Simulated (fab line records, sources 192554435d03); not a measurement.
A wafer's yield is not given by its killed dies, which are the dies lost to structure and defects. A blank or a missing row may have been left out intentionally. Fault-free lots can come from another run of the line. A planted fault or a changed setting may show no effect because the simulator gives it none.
Matching of chambers ; flow n5 finfet ; pecvd-03 running N5_BEOL_M3_PECVD_72: 3 sister chambers
The step deposits SiO2 from TEOS/O2, target thk 16 nm, time 18 s. 3 wafers are shown with their chamber, then 8 later ones without.

## EACH WAFER AND ITS CHAMBER
wafer;chamber;throttle valve pct (%)
L087.4;2;20.1
L087.6;0;23.6
L086.2;1;23.4

## WAFERS MISSING THEIR CHAMBER
wafer;throttle valve pct (%)
L086.5;20.1
L086.6;23.9
L088.1;20.1
L088.2;23.8
L088.4;23.8
L095.1;23.9
L095.4;23.6
L095.5;24.2

## WHICH CHAMBER EACH ONE RAN IN
wafer;from the rows above;in truth
L086.5;2;2
L086.6;can't be placed: 0 or 1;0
L088.1;2;2
L088.2;can't be placed: 0 or 1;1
L088.4;can't be placed: 0 or 1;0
L095.1;can't be placed: 0 or 1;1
L095.4;can't be placed: 0 or 1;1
L095.5;can't be placed: 0 or 1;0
Placed correctly: 2 of 8. Not placeable from these rows: 6 (in 6, the candidates include the true chamber). Number placed wrongly: 0.
How it was worked out, from the rows above alone: a wafer's distance from a chamber is the root of the sum, over the readings, of the square of ((its reading less the chamber's mean) divided by the reading's scatter). The wafer belongs to the nearest chamber; if the next one is less than 2 further off, it can't be placed. For every chamber, the mean is computed from those of its wafers that are shown. The scatter (one wafer shown for each chamber): square how far every hidden wafer sits from the nearest shown wafer, average those squares and take the square root.
